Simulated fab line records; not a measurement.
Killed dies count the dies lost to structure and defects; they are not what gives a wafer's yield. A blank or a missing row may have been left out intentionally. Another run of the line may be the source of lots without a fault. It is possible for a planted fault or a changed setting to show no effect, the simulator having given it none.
Chamber matching | flow n5Finfet | N5_SD_EPI_N_DESCUM_14 on rieDiel-05 has 4 sister chambers
The step chemistry O2, time 7.9 s. 4 wafers are shown with their chamber, then 7 later ones without.

== WAFERS WITH THEIR CHAMBER ==
wafer  | chamber | showerheadPlenumPTorr (Torr)
L088.1 | 0       | 2.23
L088.4 | 1       | 2.18
L092.1 | 2       | 2.13
L092.2 | 3       | 2.05

== WAFERS WITH NO CHAMBER GIVEN ==
wafer  | showerheadPlenumPTorr (Torr)
L092.3 | 2.22
L093.3 | 2.13
L093.4 | 2.17
L093.6 | 2.17
L096.3 | 2.04
L096.4 | 2.13
L096.6 | 2.17

== WHICH CHAMBER EACH ONE RAN IN ==
wafer  | from the rows above | in truth
L092.3 | 0                   | 0
L093.3 | 2                   | 2
L093.4 | 1                   | 1
L093.6 | 1                   | 1
L096.3 | 3                   | 3
L096.4 | 2                   | 2
L096.6 | 1                   | 1
Correctly placed: 7 of 7. From these rows, 0 cannot be placed. Placed wrongly: 0.
How it was worked out, from the rows above alone: a wafer's distance from a chamber is the root of the sum, over the readings, of the square of ((its reading less the chamber's mean) divided by the reading's scatter). The wafer belongs to the nearest chamber; if the next one is less than 2 further off, it can't be placed. Each chamber's mean is taken over the wafers shown for it. The scatter: root of mean squared gap, hidden wafer to nearest shown wafer, with one shown wafer a chamber.
